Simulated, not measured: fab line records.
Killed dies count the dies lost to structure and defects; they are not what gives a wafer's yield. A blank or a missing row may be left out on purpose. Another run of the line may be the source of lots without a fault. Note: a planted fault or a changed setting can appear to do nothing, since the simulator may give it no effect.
A struck lot beside a sound one | flow nand harc | 43 out of 1302 route steps
Sound: these wafers, L302.3, L302.4, L302.5. Wafers struck: L322.1, L322.3, L322.6. At the end, the cause is stated.
Order at every step that has rows: each side's tool, ch and its chambers, its first start. Under that, the readings that differ: sound wafers | struck wafers | difference of the means | sigmas: that difference in standard deviations of wafers without a fault.
alike: readings with means less than 2 such deviations apart, plus words and numbers identical on both sides. not compared: withheld readings, readings lacking a value on some wafer, bounds such as >300 that could conceal the same value, and numbers that have no deviation in the record and whose values overlap.
A row with sigmas, a row that says differs or no value, or rows on one side alone: a step with any of these is where the two part. When numbers do not overlap yet have no deviation, they are printed without sigmas and do not part them. A reading missing from all wafers of one side parts the sides only when that side holds two or more wafers.

NHARC_P_ZERO_WELL_CD_MEAS_11: the cd target is 500 nm.
  sound on cd sem-02 ch 0, day 2 17:08; struck on cd sem-02 ch 0, day 11 01:15
  reading    | sound             | struck            | difference | sigmas
  cd nm (nm) | 500.5 495.5 497.0 | 503.5 504.3 501.8 | +5.5       | +3
then, 1 step without rows for these wafers: NHARC_P_ZERO_WELL_HARDBAKE_12 (time 65 s).
NHARC_P_ZERO_WELL_DESCUM_13: chemistry O2, time 3 s.
  sound on rie diel-03 ch 1,2, day 2 17:19; struck on rie diel-03 ch 0,2,3, day 11 01:24
  alike: chamber pressure mTorr, drypump motor current A, o2 flow sccm, oes product au, rf vpp V, showerhead plenum p Torr, throttle valve pct
  not compared: rf hours counter h
NHARC_P_ZERO_WELL_ETCH_65: etches the open film in N2/H2, target depth 80 nm, overetch 24 nm, time 87.88 s.
  sound on rie diel-03 ch 0,2,3, day 2 17:25; struck on rie diel-03 ch 0,2,3, day 11 01:30
  alike: chamber pressure mTorr, drypump motor current A, oes product au, rf vpp V, showerhead plenum p Torr, throttle valve pct
  not compared: rf hours counter h
NHARC_P_ZERO_WELL_ETCH_62: etches the open film in CHF3/Ar, target depth 13 nm, time 6.5 s.
  sound: rie diel-03 ch 1,2; struck: rie diel-03 ch 0,1
  alike: chamber pressure mTorr, drypump motor current A, oes product au, rf vpp V, showerhead plenum p Torr, throttle valve pct
  not compared: rf hours counter h
NHARC_P_ZERO_WELL_ETCH_63: etches the open film in HBr/Cl2, target depth 120 nm, time 40.1 s.
  sound on rie si-05 ch 0,2,3, day 2 17:37; struck on rie si-05 ch 0,2,3, day 11 01:41
  alike: chamber pressure mTorr, drypump motor current A, mfc cl2 sccm, oes product au, throttle valve pct
  not compared: rf hours counter h
then, 6 steps without rows for these wafers: NHARC_P_ZERO_WELL_STRIP_15 (strips in SPM, time 900 s); NHARC_P_ZERO_WELL_DEHYDRATE_16 (time 120 s); NHARC_P_ZERO_WELL_HMDS_17 (time 30 s); NHARC_P_ZERO_WELL_COAT_18; NHARC_P_ZERO_WELL_SOFTBAKE_19 (time 95 s); NHARC_P_ZERO_WELL_EBR_20.
NHARC_P_ZERO_WELL_EXPOSE_21: exposes mask P NWELL, target cd 720 nm.
  sound on krf scanner-03 ch 0, day 2 18:25; struck on krf scanner-02, day 11 02:19
  no value came back on the struck wafers for exposure dose mJ cm2, focus offset nm (nm); on the sound wafers exposure dose mJ cm2 reads 22.341 22.278 22.324
  alike: mask
then, 2 steps without rows for these wafers: NHARC_P_ZERO_WELL_PEB_22 (peb time 85 s); NHARC_P_ZERO_WELL_DEVELOP_23 (time 70 s).
NHARC_P_ZERO_WELL_CD_MEAS_24: the cd target is 720 nm.
  sound on cd sem-03 ch 0, day 2 18:34; struck on cd sem-01 ch 0, day 11 02:28
  reading    | sound             | struck | difference                    | sigmas
  cd nm (nm) | 720.4 717.5 717.9 | - - -  | no value on the struck wafers |
then, 1 step without rows for these wafers: NHARC_P_ZERO_WELL_HARDBAKE_25 (time 80 s).
NHARC_P_ZERO_WELL_DESCUM_26: chemistry O2, time 3 s.
  sound on rie diel-05 ch 1,2,3, day 2 18:47; struck on rie diel-05 ch 0,2,3, day 11 02:47
  reading                      | sound             | struck            | difference | sigmas
  model.P_ZERO_WELL.cd nm (nm) | 720.2 718.1 718.3 | 502.7 503.9 500.6 | -216.5     |
  alike: chamber pressure mTorr, drypump motor current A, o2 flow sccm, oes product au, rf vpp V, showerhead plenum p Torr, throttle valve pct
  not compared: rf hours counter h
then, 12 steps without rows for these wafers: NHARC_P_ZERO_WELL_IMPLANT_27; NHARC_P_ZERO_WELL_IMPLANT_57; NHARC_P_ZERO_WELL_IMPLANT_58; NHARC_P_ZERO_WELL_STRIP_28 (strips in SPM, time 840 s); NHARC_P_ZERO_WELL_DEHYDRATE_29 (time 120 s); NHARC_P_ZERO_WELL_HMDS_30 (time 30 s); NHARC_P_ZERO_WELL_COAT_31; NHARC_P_ZERO_WELL_SOFTBAKE_32 (time 95 s); NHARC_P_ZERO_WELL_EBR_33; NHARC_P_ZERO_WELL_EXPOSE_34 (exposes mask P PWELL, target cd 720 nm); NHARC_P_ZERO_WELL_PEB_35 (peb time 85 s); NHARC_P_ZERO_WELL_DEVELOP_36 (time 70 s).
NHARC_P_ZERO_WELL_CD_MEAS_37: the cd target is 720 nm.
  sound on cd sem-01 ch 0, day 2 20:14; struck on cd sem-01 ch 0, day 11 04:15
  reading    | sound             | struck            | difference | sigmas
  cd nm (nm) | 724.0 724.0 725.7 | 718.8 719.7 718.2 | -5.7       | -2
then, 1 step without rows for these wafers: NHARC_P_ZERO_WELL_HARDBAKE_38 (time 80 s).
NHARC_P_ZERO_WELL_DESCUM_39: chemistry O2, time 3 s.
  sound on rie diel-03 ch 1,2,3, day 2 20:25; struck on rie diel-02 ch 0,1,3, day 11 05:01
  alike: chamber pressure mTorr, drypump motor current A, o2 flow sccm, oes product au, rf vpp V, showerhead plenum p Torr, throttle valve pct
  not compared: rf hours counter h
then, 9 steps without rows for these wafers: NHARC_P_ZERO_WELL_IMPLANT_40; NHARC_P_ZERO_WELL_IMPLANT_59; NHARC_P_ZERO_WELL_IMPLANT_60; NHARC_P_ZERO_WELL_STRIP_41 (strips in SPM, time 840 s); NHARC_P_ZERO_WELL_DEHYDRATE_44 (time 120 s); NHARC_P_ZERO_WELL_HMDS_45 (time 30 s); NHARC_P_ZERO_WELL_COAT_46; NHARC_P_ZERO_WELL_SOFTBAKE_47 (time 95 s); NHARC_P_ZERO_WELL_EBR_48.
NHARC_P_ZERO_WELL_INSPECT_43:
  struck on defect inspect-02, day 11 08:08; sound on defect inspect-01, day 2 23:48
  reading          | sound   | struck         | difference | sigmas
  raw defect count | 11 16 9 | 1073 1100 1023 | +1053      | +99 or more

## WHERE THEY PART
Last at NHARC_P_ZERO_WELL_INSPECT_43 as far as this record goes, first at NHARC_P_ZERO_WELL_CD_MEAS_11.

WHY: what the simulator had put in
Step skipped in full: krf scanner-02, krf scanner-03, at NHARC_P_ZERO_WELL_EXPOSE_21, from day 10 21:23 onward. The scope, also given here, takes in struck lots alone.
